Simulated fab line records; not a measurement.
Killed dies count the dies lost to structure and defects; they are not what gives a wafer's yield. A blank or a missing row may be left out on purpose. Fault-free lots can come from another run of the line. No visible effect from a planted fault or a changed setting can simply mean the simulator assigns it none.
A struck lot beside a sound one || flow n5 finfet || 37 steps out of a route of 1938
Sound: wafers L445.2, L445.3, L445.4. Wafers struck: L433.2, L433.3, L433.5. The cause is named last.
For every step that has rows: the tool of each side, followed by ch and its chambers, followed by its first start. Under that, the readings that differ: sound wafers || struck wafers || difference of the means || sigmas: that difference in standard deviations of wafers without a fault.
alike: a reading whose means differ by less than 2 such deviations, as well as words and numbers matching on both sides. not compared: withheld readings; readings where some wafer has no value; bounds like >300 that might hide an equal value; numbers whose values overlap and for which the record gives no deviation.
The two part at a step that has a row with sigmas, a row that says differs or no value, or rows on one side only. When numbers do not overlap yet have no deviation, they are printed without sigmas and do not part them. A reading missing from all wafers of one side parts the sides only when that side holds two or more wafers.

first, 10 steps without rows for these wafers: N5_PMOS_HMC_CHANNEL_EPI_DESCUM_14 (chemistry O2, time 7.9 s); N5_PMOS_HMC_CHANNEL_EPI_ETCH_32 (etches BARC in N2/H2, stops on SiO2, target depth 85.8 nm, time 50.3 s); N5_PMOS_HMC_CHANNEL_EPI_HM_OPEN_15 (chemistry CHF3/O2, target SiO2, target depth 40.6 nm, time 20.3 s); N5_PMOS_HMC_CHANNEL_EPI_STRIP_33 (strips in N2/H2); N5_PMOS_HMC_CHANNEL_EPI_STRIP_17 (strips in SPM, time 750 s); N5_PMOS_HMC_CHANNEL_EPI_ETCH_38 (etches SiO2 in CF4, target depth 1.5 nm); N5_PMOS_HMC_CHANNEL_EPI_FIN_RECESS_16 (chemistry HBr/Cl2, target Si, target depth 54 nm, time 18 s); N5_PMOS_HMC_CHANNEL_EPI_PRECLEAN_36 (cleans in O3/DIW, time 45 s); N5_PMOS_HMC_CHANNEL_EPI_PRECLEAN_18 (cleans in DHF, time 30 s); N5_PMOS_HMC_CHANNEL_EPI_SRD_19 (time 30 s).
N5_PMOS_HMC_CHANNEL_EPI_EPI_20: deposits SiGe30, target thk 59 nm.
  sound on epi rpcvd-03 ch 0, day 5 12:13; struck on epi rpcvd-04 ch 0, day 2 12:22
{"reading": "susceptor temp C (C)", "sound": "599.64 599.77 599.84", "struck": "612.90 612.33 613.09", "difference": "+13.02", "sigmas": "+45"}
{"reading": "susceptor_temp_C_max", "sound": "601.9 601.9 602.2", "struck": "614.1 613.4 614.2", "difference": "+11.9", "sigmas": "+14"}
{"reading": "model.SiGe30_of_PMOS_HMC_CHANNEL_EPI_EPI_20.thk nm (nm)", "sound": "59.31 59.03 59.11", "struck": "73.37 74.11 74.22", "difference": "+14.75", "sigmas": ""}
then, 4 steps without rows for these wafers: N5_PMOS_HMC_CHANNEL_EPI_HM_STRIP_35 (strips SiO2 in dHF, material SiO2, target depth 39.6 nm, time 216 s); N5_PMOS_HMC_CHANNEL_EPI_SRD_39 (time 30 s); N5_PMOS_HMC_CHANNEL_EPI_CMP_21 (polishes SiGe30, target thk 54 nm); N5_PMOS_HMC_CHANNEL_EPI_PRECLEAN_40 (cleans in DHF, time 30 s).
N5_PMOS_HMC_CHANNEL_EPI_PRECLEAN_37: cleans in O3/DIW, time 45 s.
  sound on wet bench-02 ch 1,2,7, day 5 14:01; struck on wet bench-04 ch 0,6,7, day 2 13:50
  alike: bath heat duty pct
  not compared: model.SiGe30_of_PMOS_HMC_CHANNEL_EPI_EPI_20.thk nm
then, 19 steps without rows for these wafers: N5_PMOS_HMC_CHANNEL_EPI_PRECLEAN_24 (cleans in DHF, time 30 s); N5_PMOS_HMC_CHANNEL_EPI_SRD_25 (time 30 s); N5_PMOS_HMC_CHANNEL_EPI_EPI_26 (deposits Si from SiH4/H2, target thk 3.8 nm, time 22.7 s); N5_FIN_SAQP_PRECLEAN_42 (cleans in O3/DIW, time 60 s); N5_FIN_SAQP_PRECLEAN_00 (cleans in SC1, time 60 s); N5_FIN_SAQP_PRECLEAN_44 (cleans in SC2, time 45 s); N5_FIN_SAQP_SRD_01 (time 30 s); N5_FIN_SAQP_ALD_61 (deposits SiO2, target thk 4 nm, pulse time 1 s, purge time 2 s); N5_FIN_SAQP_DENSIFY_62 (time 60 s); N5_FIN_SAQP_HM_DEP_03 (deposits SiNx from SiH4/NH3/N2, target thk 38 nm, time 33.6 s); N5_FIN_SAQP_PECVD_47 (deposits a-Si from SiH4/He, target thk 45 nm, time 36.3 s); N5_FIN_SAQP_PECVD_48 (deposits SiNx from SiH4/NH3/N2, target thk 25 nm, time 22.1 s); N5_FIN_SAQP_PECVD_06 (deposits a-Si from SiH4/He, target thk 60 nm, time 48.1 s); N5_FIN_SAQP_HM_DEP_72 (deposits SiO2 from SiH4/N2O, target thk 12 nm, time 7.2 s); N5_FIN_SAQP_COAT_49 (time 60 s, resist thk 100 nm); N5_FIN_SAQP_COAT_50 (time 60 s, resist thk 35 nm); N5_FIN_SAQP_COAT_10 (resist thk 90 nm); N5_FIN_SAQP_EBR_12; N5_FIN_SAQP_SOFTBAKE_11 (time 60 s).
-- record jumps: 6 days separate the struck wafers' starts on either side; left off in module FIN_SAQP, taken up again in module BEOL_M4, whose first shown step is the route's number 1111 --
N5_BEOL_M4_RC_MEAS_101:
  sound on prober-01 ch 0, day 12 02:46; struck on prober-02 ch 0, day 8 17:55
{"reading": "VT_P_LONG (mV)", "sound": "-274.4 -274.4 -274.3", "struck": "-280.4 -282.6 -282.4", "difference": -7.4, "sigmas": -2}
  alike: DIBL_N, DIBL_P, IOFF_N, IOFF_P, ION_N, ION_P, SS_N, SS_P, VT_N, VT_P
-- the record jumps here: 5 days lie between the struck wafers' starts before and after (it left off in module BEOL_M4 and takes up again in module PASSIVATION, whose first step shown is number 1936 of the route) --
N5_PASSIVATION_PROBE_49:
  sound: prober-01 at day 16 17:58; struck: prober-01 at day 13 08:58
  alike: defect limited yield, killed_at_M0_to_M3, killed_at_M4_up, killed at contacts, killed at front end, killed at other, killed dies, killed open, killed short, sort_bin_5_function, sort_bin_6_memory, sort n pass, sort yield pct

WHERE THEY PART
First at N5_PMOS_HMC_CHANNEL_EPI_EPI_20; last, within this record, at N5_BEOL_M4_RC_MEAS_101. Later steps at which nothing parts them and some readings are alike: N5_PASSIVATION_PROBE_49.

WHY: the cause the simulator had injected
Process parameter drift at N5_PMOS_HMC_CHANNEL_EPI_EPI_20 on epi rpcvd-04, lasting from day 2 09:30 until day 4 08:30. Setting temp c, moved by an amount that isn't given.
